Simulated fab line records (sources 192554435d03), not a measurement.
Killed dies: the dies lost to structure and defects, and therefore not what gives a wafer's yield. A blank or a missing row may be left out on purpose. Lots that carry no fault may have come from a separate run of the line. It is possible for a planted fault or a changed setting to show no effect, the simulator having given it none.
A single fault, viewed from 2 desks / flow n5-finfet / only its own numbers are on each desk; what lay behind them is given at the end

FOR THE TOOL OWNER'S DESK: rie-diel-06
The tool's own readings at N5_SD_EPI_P_ETCH_37 (etches SOC in N2/H2, overetch 108 nm, time 486 s): means of the sampled wafers that have a number, for each lot that ran on this tool. If a lot's mean is further than 4 standard deviations from the usual mean, the lot is out of limits and carries the mark OUT (the distance appears in the brackets).
Columns: A = drypump-motor-current-A at N5_SD_EPI_P_ETCH_37, usual 5.9 A; B = oes-product-au at N5_SD_EPI_P_ETCH_37, usual 0.66 a.u.; C = rf-fwd-power-W at N5_SD_EPI_P_ETCH_37, usual 2997 W; D = rf-vpp-V at N5_SD_EPI_P_ETCH_37, usual 240.2 V; E = showerhead-plenum-p-Torr at N5_SD_EPI_P_ETCH_37, usual 2.50 Torr; F = throttle-valve-pct at N5_SD_EPI_P_ETCH_37, usual 23.9 %
lot=L811; first seen here=day 5 01:40; A=5.5; B=0.69; C=3238 (+27) OUT; D=234.1 (-4.3) OUT; E=2.47; F=23.9
lot=L814; first seen here=day 5 23:05; A=5.5; B=0.67; C=3477 (+53) OUT; D=229.7 (-7.5) OUT; E=2.54; F=24.0
lot=L827; first seen here=day 9 00:29; A=5.9; B=0.69; C=3005; D=238.8; E=2.40; F=24.1
This desk's finding: out of limits on L811, L814; first on L811, day 5 01:40 (rf-fwd-power-W at N5_SD_EPI_P_ETCH_37). L827: within limits.

THE METROLOGY DESK
What the gauges read, lot by lot, whatever tool the lot ran on: means of the sampled wafers that have a number. If a lot's mean is further than 4 standard deviations from the usual mean, the lot is out of limits and carries the mark OUT (the distance appears in the brackets). Only the readings that lie furthest out on some lot appear, 7 of the 10 it has.
Columns: A = DIBL_N at N5_BEOL_M4_RC_MEAS_101, usual 36.0 mV/V; B = DIBL_P at N5_BEOL_M4_RC_MEAS_101, usual 35.8 mV/V; C = IOFF_N at N5_BEOL_M4_RC_MEAS_101, usual 0.15 nA/um; D = IOFF_P at N5_BEOL_M4_RC_MEAS_101, usual 0.20 nA/um; E = ION_N at N5_BEOL_M4_RC_MEAS_101, usual 670 uA/um; F = SS_P at N5_BEOL_M4_RC_MEAS_101, usual 73.2 mV/dec; G = VT_N at N5_BEOL_M4_RC_MEAS_101, usual 250 mV
lot=L811; first seen here=day 9 16:58; A=37.4; B=38.2; C=0.18; D=0.22; E=683; F=73.4; G=251
lot=L814; first seen here=day 10 21:40; A=35.3; B=34.3; C=0.13; D=0.19; E=658; F=72.8; G=251
lot=L821; first seen here=day 12 17:56; A=33.9; B=32.3; C=0.12; D=0.17; E=660; F=72.1; G=254
lot=L827; first seen here=day 14 05:16; A=36.3; B=37.4; C=0.16; D=0.21; E=677; F=73.4; G=248
This desk's finding: nothing out of limits on any of the 4 lots.

PUT TOGETHER
An alarm could have come from the tool owner's desk at day 5 01:40, on L811, L814.
Metrology desk: nothing out of limits seen.
The metrology desk has L811, L814 on record, within its limits.
Every lot named ran N5_SD_EPI_P_ETCH_37 on rie-diel-06.

WHAT WAS PUT IN BY THE SIMULATOR
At N5_SD_EPI_P_ETCH_37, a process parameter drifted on rie-diel-06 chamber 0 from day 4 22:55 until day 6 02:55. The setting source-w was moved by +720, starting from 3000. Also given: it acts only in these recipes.
Lots struck among those shown: L811, L814.
Hours from the fault's start to each desk's first reading out of limits: the tool owner's desk, 3.
